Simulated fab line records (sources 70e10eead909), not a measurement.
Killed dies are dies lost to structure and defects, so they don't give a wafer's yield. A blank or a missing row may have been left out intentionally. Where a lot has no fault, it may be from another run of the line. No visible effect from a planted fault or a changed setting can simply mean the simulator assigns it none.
Which tool was responsible? :: flow nandHarc :: 6 lots, 18 wafers sampled, at 1 step of a route of 1302

## WHAT THE GAUGES SHOWED, per wafer
NHARC_A_CHANNEL_HOLE_D1_CD_MEAS_30.
lot: L939
measured: day 9 20:38
on: cdSem-02
cdNm (nm): 91.4 91.9 90.8

lot: L942
measured: day 11 00:52
on: cdSem-02
cdNm (nm): 92.3 92.1 90.9

lot: L943
measured: day 11 09:06
on: cdSem-02
cdNm (nm): 91.0 88.6 91.1

lot: L948
measured: day 13 08:37
on: cdSem-01
cdNm (nm): 90.4 90.8 90.0

lot: L956
measured: day 17 10:00
on: cdSem-03
cdNm (nm): 88.3 91.1 89.0

lot: L959
measured: day 18 00:34
on: cdSem-03
cdNm (nm): 88.3 89.5 89.1

## EACH LOT AND THE TOOL THAT RAN IT (in order: tool; ch and the chambers of the sampled wafers; start)
The record holds no process step before these readings.

## THE ANSWER, worked out from the rows above alone
Rule: usual is defined by the lots themselves. Put in order of their means at a reading, lots are off if they are a third of the lots or fewer, leave a main group of 4 or more, and stand apart from it by a gap of 3 or more times the standard deviation of the main group's means; of several such gaps the widest counts. Not used: any main group whose means are identical at the precision the tables above print for the reading. Also off: a lot with no number at a reading for which 4 or more lots have one. The other lots that the step has rows for count as sound.
No lot is off on any of the readings shown, so nothing can be concluded from this.

## WHAT WAS PUT IN BY THE SIMULATOR
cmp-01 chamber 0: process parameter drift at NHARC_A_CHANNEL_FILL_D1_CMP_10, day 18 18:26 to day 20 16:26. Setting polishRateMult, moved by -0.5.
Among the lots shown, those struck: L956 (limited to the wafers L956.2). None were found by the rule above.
